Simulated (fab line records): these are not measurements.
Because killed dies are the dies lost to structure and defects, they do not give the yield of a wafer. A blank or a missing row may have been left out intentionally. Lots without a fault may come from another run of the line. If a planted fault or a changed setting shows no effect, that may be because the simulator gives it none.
Matching of chambers -- flow n5 finfet -- N5_FIN_CUT_ETCH_20 on rie diel-06: 4 sister chambers
The step etches SiARC in CF4, target depth 26 nm, time 43.3 s. 4 wafers are shown with their chamber, then 9 later ones without.

== WAFERS WITH THEIR CHAMBER ==
wafer,chamber,showerhead plenum p Torr (Torr)
L084.4,1,2.11
L084.5,2,2.05
L085.1,3,2.11
L085.5,0,2.20

== WAFERS WITHOUT THEIR CHAMBER ==
wafer,showerhead plenum p Torr (Torr)
L091.2,2.20
L091.3,2.04
L091.5,2.11
L092.2,2.04
L092.4,2.11
L092.6,2.20
L093.1,2.10
L093.2,2.11
L093.3,2.04

== THE CHAMBER EACH PASSED THROUGH ==
wafer,from the rows above,in truth
L091.2,0,0
L091.3,2,2
L091.5,can't be placed: 1 or 3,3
L092.2,2,2
L092.4,can't be placed: 1 or 3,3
L092.6,0,0
L093.1,can't be placed: 1 or 3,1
L093.2,can't be placed: 1 or 3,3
L093.3,2,2
Correct placement for 5 of the 9. From these rows, 4 cannot be placed; in 4 the true chamber is one of the candidates. Placed wrongly: 0.
How it was worked out, from the rows above alone: a wafer's distance from a chamber is the root of the sum, over the readings, of the square of ((its reading less the chamber's mean) divided by the reading's scatter). The wafer belongs to the nearest chamber; if the next one is less than 2 further off, it can't be placed. Each chamber's mean is taken over the wafers shown for it. The scatter: root of mean squared gap, hidden wafer to nearest shown wafer, with one shown wafer a chamber.
